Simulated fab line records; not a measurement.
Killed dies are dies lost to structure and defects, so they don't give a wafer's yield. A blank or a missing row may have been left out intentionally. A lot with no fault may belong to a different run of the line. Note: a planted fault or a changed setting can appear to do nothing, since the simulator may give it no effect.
Which tool was responsible? / flow n5-finfet / 10 lots with 29 wafers sampled at 5 steps, on a route of 1938 steps

WHAT THE GAUGES SHOWED, per wafer
N5_BEOL_M4_RC_MEAS_101.
lot=L421; measured=day 7 18:14; on=prober-02; DIBL_N (mV/V)=35.4 36.9 38.8
lot=L422; measured=day 7 23:23; on=prober-01; DIBL_N (mV/V)=34.9 36.3 36.6
lot=L428; measured=day 10 04:25; on=prober-02; DIBL_N (mV/V)=37.0 38.3 37.5
lot=L429; measured=day 9 18:19; on=prober-01; DIBL_N (mV/V)=34.8 35.8 34.7
lot=L432; measured=day 11 01:40; on=prober-01; DIBL_N (mV/V)=34.9 36.4 35.8
lot=L435; measured=day 11 21:02; on=prober-02; DIBL_N (mV/V)=38.4 37.6 35.3
lot=L436; measured=day 12 12:33; on=prober-02; DIBL_N (mV/V)=36.8 38.9 37.2
lot=L437; measured=day 12 14:29; on=prober-02; DIBL_N (mV/V)=35.2 38.9 35.8
lot=L439; measured=day 12 16:59; on=prober-01; DIBL_N (mV/V)=35.1 32.9 35.9
lot=L438; measured=day 12 13:26; on=prober-01; DIBL_N (mV/V)=33.5 34.4

WHICH TOOL RAN EACH LOT (tool, then ch and the chambers of the sampled wafers, then the start)
lot=L421; N5_BEOL_M2_ETCHBACK_99=rie-diel-02 ch 1,2, day 6 18:12; N5_BEOL_M2_DEGAS_44=pvd-sputter-02, day 6 18:50; N5_BEOL_M2_CVD_47=cvd-co-01 ch 0,2, day 6 19:15; N5_BEOL_M2_ANNEAL_89=pvd-sputter-03, day 6 20:25
lot=L422; N5_BEOL_M2_ETCHBACK_99=rie-diel-03 ch 0,3, day 6 21:35; N5_BEOL_M2_DEGAS_44=pvd-sputter-02, day 6 22:16; N5_BEOL_M2_CVD_47=cvd-co-01 ch 1,2, day 6 22:42; N5_BEOL_M2_ANNEAL_89=pvd-sputter-02, day 6 23:53
lot=L428; N5_BEOL_M2_ETCHBACK_99=rie-diel-04 ch 1,2, day 8 13:55; N5_BEOL_M2_DEGAS_44=pvd-sputter-02, day 8 14:43; N5_BEOL_M2_CVD_47=cvd-co-01 ch 0,2, day 8 15:13; N5_BEOL_M2_ANNEAL_89=pvd-sputter-02, day 8 16:33
lot=L429; N5_BEOL_M2_ETCHBACK_99=rie-diel-03 ch 1,2,3, day 8 16:55; N5_BEOL_M2_DEGAS_44=pvd-sputter-03, day 8 17:38; N5_BEOL_M2_CVD_47=cvd-co-02 ch 1,2, day 8 18:07; N5_BEOL_M2_ANNEAL_89=pvd-sputter-03, day 8 19:14
lot=L432; N5_BEOL_M2_ETCHBACK_99=rie-diel-03 ch 0,1,3, day 9 14:06; N5_BEOL_M2_DEGAS_44=pvd-sputter-02, day 9 14:44; N5_BEOL_M2_CVD_47=cvd-co-01 ch 1,2, day 9 15:24; N5_BEOL_M2_ANNEAL_89=pvd-sputter-01, day 9 16:41
lot=L435; N5_BEOL_M2_ETCHBACK_99=rie-diel-03 ch 0,1,2, day 10 23:26; N5_BEOL_M2_DEGAS_44=pvd-sputter-02, day 11 01:02; N5_BEOL_M2_CVD_47=cvd-co-01 ch 1,2, day 11 01:35; N5_BEOL_M2_ANNEAL_89=pvd-sputter-02, day 11 02:46
lot=L436; N5_BEOL_M2_ETCHBACK_99=rie-diel-03 ch 0,1, day 11 01:41; N5_BEOL_M2_DEGAS_44=pvd-sputter-01, day 11 02:41; N5_BEOL_M2_CVD_47=cvd-co-01 ch 0,1,2, day 11 03:07; N5_BEOL_M2_ANNEAL_89=pvd-sputter-01, day 11 04:17
lot=L437; N5_BEOL_M2_ETCHBACK_99=rie-diel-04 ch 0,3, day 11 01:43; N5_BEOL_M2_DEGAS_44=pvd-sputter-03, day 11 02:42; N5_BEOL_M2_CVD_47=cvd-co-02 ch 0,1,2, day 11 03:10; N5_BEOL_M2_ANNEAL_89=pvd-sputter-03, day 11 04:28
lot=L439; N5_BEOL_M2_ETCHBACK_99=rie-diel-04 ch 0,1, day 11 07:35; N5_BEOL_M2_DEGAS_44=pvd-sputter-02, day 11 09:01; N5_BEOL_M2_CVD_47=cvd-co-01 ch 0,2, day 11 09:31; N5_BEOL_M2_ANNEAL_89=pvd-sputter-03, day 11 10:49
lot=L438; N5_BEOL_M2_ETCHBACK_99=rie-diel-02 ch 1,3, day 11 08:04; N5_BEOL_M2_DEGAS_44=pvd-sputter-01, day 11 09:06; N5_BEOL_M2_CVD_47=cvd-co-01 ch 0,1, day 11 09:39; N5_BEOL_M2_ANNEAL_89=pvd-sputter-03, day 11 12:39
- N5_BEOL_M2_ETCHBACK_99: etches SiO2 in CHF3, target depth 5 nm, time 10.4 s.
- N5_BEOL_M2_DEGAS_44: time 60 s.
- N5_BEOL_M2_CVD_47: deposits Co from CCTBA/H2, target thk 3 nm, time 223.8 s.
- N5_BEOL_M2_ANNEAL_89: time 240 s.

THE ANSWER, worked out from the rows above alone
Rule: what is usual is taken from the lots themselves. The widest of any qualifying gaps counts: lots, ordered by their means at a reading, are off when they make up no more than a third of the lots, leave a main group of 4 or more, and stand apart from it by 3 or more times the standard deviation of that group's means. If all means in a main group match to the digits the tables above print for the reading, that group is not used. Also off: a lot with no number at a reading for which 4 or more lots have one. Any other lot the step has rows for is counted as sound.
None of the lots is off at any reading shown; this tells nothing.

WHAT WAS PUT IN BY THE SIMULATOR
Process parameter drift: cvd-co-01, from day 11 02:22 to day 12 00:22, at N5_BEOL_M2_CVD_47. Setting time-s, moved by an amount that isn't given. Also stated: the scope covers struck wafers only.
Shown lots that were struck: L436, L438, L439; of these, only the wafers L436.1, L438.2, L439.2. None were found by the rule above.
